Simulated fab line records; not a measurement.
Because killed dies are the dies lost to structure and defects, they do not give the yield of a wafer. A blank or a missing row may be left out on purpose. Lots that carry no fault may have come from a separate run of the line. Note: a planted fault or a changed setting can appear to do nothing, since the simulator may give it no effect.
2 desks, one fault || flow n5_finfet || only its own numbers are on each desk; what lay behind them is given at the end

== FOR THE TOOL OWNER'S DESK: lpcvd-02 ==
The tool's own readings at N5_DUMMY_GATE_CVD_03 (deposits a-Si from SiH4, target thk 150 nm, time 8042 s): means of the sampled wafers that have a number, for each lot that ran on this tool. Any lot whose mean is over 4 standard deviations away from the usual mean is out of limits and marked OUT; that distance is given in the brackets.
Columns: A = spike_tc_upper_C at N5_DUMMY_GATE_CVD_03, usual 529.3 C; B = zone_power_bottom_pct at N5_DUMMY_GATE_CVD_03, usual 11.1 %; C = zone_power_lower_pct at N5_DUMMY_GATE_CVD_03, usual 8.1 %
{"lot": "L110", "first seen here": "day 3 13:05", "A": 531.3, "B": 10.8, "C": 7.5}
{"lot": "L112", "first seen here": "day 4 02:25", "A": 531.0, "B": 10.7, "C": 7.5}
{"lot": "L116", "first seen here": "day 5 01:14", "A": 530.5, "B": 10.7, "C": 7.5}
{"lot": "L118", "first seen here": "day 5 15:47", "A": 528.5, "B": 11.7, "C": 8.9}
{"lot": "L120", "first seen here": "day 6 01:26", "A": 528.1, "B": 11.5, "C": 8.8}
{"lot": "L121", "first seen here": "day 6 08:40", "A": 527.7, "B": 11.7, "C": 8.8}
{"lot": "L123", "first seen here": "day 6 19:11", "A": 528.5, "B": 11.6, "C": 8.8}
{"lot": "L128", "first seen here": "day 8 01:38", "A": 528.2, "B": 11.6, "C": 8.9}
This desk's verdict: no lot among the 8 shows anything out of limits.

== FROM THE METROLOGY DESK ==
What the gauges read, lot by lot, whatever tool the lot ran on: means of the sampled wafers that have a number. Any lot whose mean is over 4 standard deviations away from the usual mean is out of limits and marked OUT; that distance is given in the brackets. It has 11 readings; the 7 that lie furthest out on some lot are the ones shown.
Columns: A = trench_depth_nm at N5_STI_FIN_REVEAL_FIN_H_MEAS_10, usual 51.8 nm; B = DIBL_P at N5_BEOL_M4_RC_MEAS_101, usual 37.0 mV/V; C = IOFF_P at N5_BEOL_M4_RC_MEAS_101, usual 0.22 nA/um; D = ION_N at N5_BEOL_M4_RC_MEAS_101, usual 673 uA/um; E = ION_P at N5_BEOL_M4_RC_MEAS_101, usual 462 uA/um; F = VT_N at N5_BEOL_M4_RC_MEAS_101, usual 250 mV; G = VT_P at N5_BEOL_M4_RC_MEAS_101, usual -250 mV
{"lot": "L110", "first seen here": "day 3 12:49", "A": 51.3, "B": 35.4, "C": 0.16, "D": 648, "E": 445, "F": 257, "G": -253}
{"lot": "L112", "first seen here": "day 4 02:08", "A": 50.5, "B": "-", "C": "-", "D": "-", "E": "-", "F": "-", "G": "-"}
{"lot": "L116", "first seen here": "day 5 00:58", "A": 52.0, "B": "-", "C": "-", "D": "-", "E": "-", "F": "-", "G": "-"}
{"lot": "L118", "first seen here": "day 5 14:56", "A": 51.7, "B": 36.7, "C": 0.23, "D": 666, "E": 463, "F": 250, "G": -248}
{"lot": "L120", "first seen here": "day 6 01:09", "A": 52.8, "B": 37.7, "C": 0.21, "D": 673, "E": 459, "F": 249, "G": -254}
{"lot": "L121", "first seen here": "day 6 08:22", "A": 53.1, "B": 40.0, "C": 0.28, "D": 691, "E": 480, "F": 244, "G": -245}
{"lot": "L123", "first seen here": "day 6 18:24", "A": 52.0, "B": 41.0, "C": 0.30, "D": 692, "E": 476, "F": 243, "G": -243}
{"lot": "L125", "first seen here": "day 7 06:35", "A": 51.3, "B": 38.1, "C": 0.22, "D": 678, "E": 461, "F": 248, "G": -251}
{"lot": "L128", "first seen here": "day 8 01:09", "A": 52.1, "B": 37.9, "C": 0.23, "D": 677, "E": 465, "F": 249, "G": -252}
This desk's verdict: no lot among the 9 shows anything out of limits.

== PUT TOGETHER ==
Nothing out of limits was seen by the tool owner's desk.
At the metrology desk, nothing out of limits was observed.

== WHAT HAD BEEN PUT IN BY THE SIMULATOR ==
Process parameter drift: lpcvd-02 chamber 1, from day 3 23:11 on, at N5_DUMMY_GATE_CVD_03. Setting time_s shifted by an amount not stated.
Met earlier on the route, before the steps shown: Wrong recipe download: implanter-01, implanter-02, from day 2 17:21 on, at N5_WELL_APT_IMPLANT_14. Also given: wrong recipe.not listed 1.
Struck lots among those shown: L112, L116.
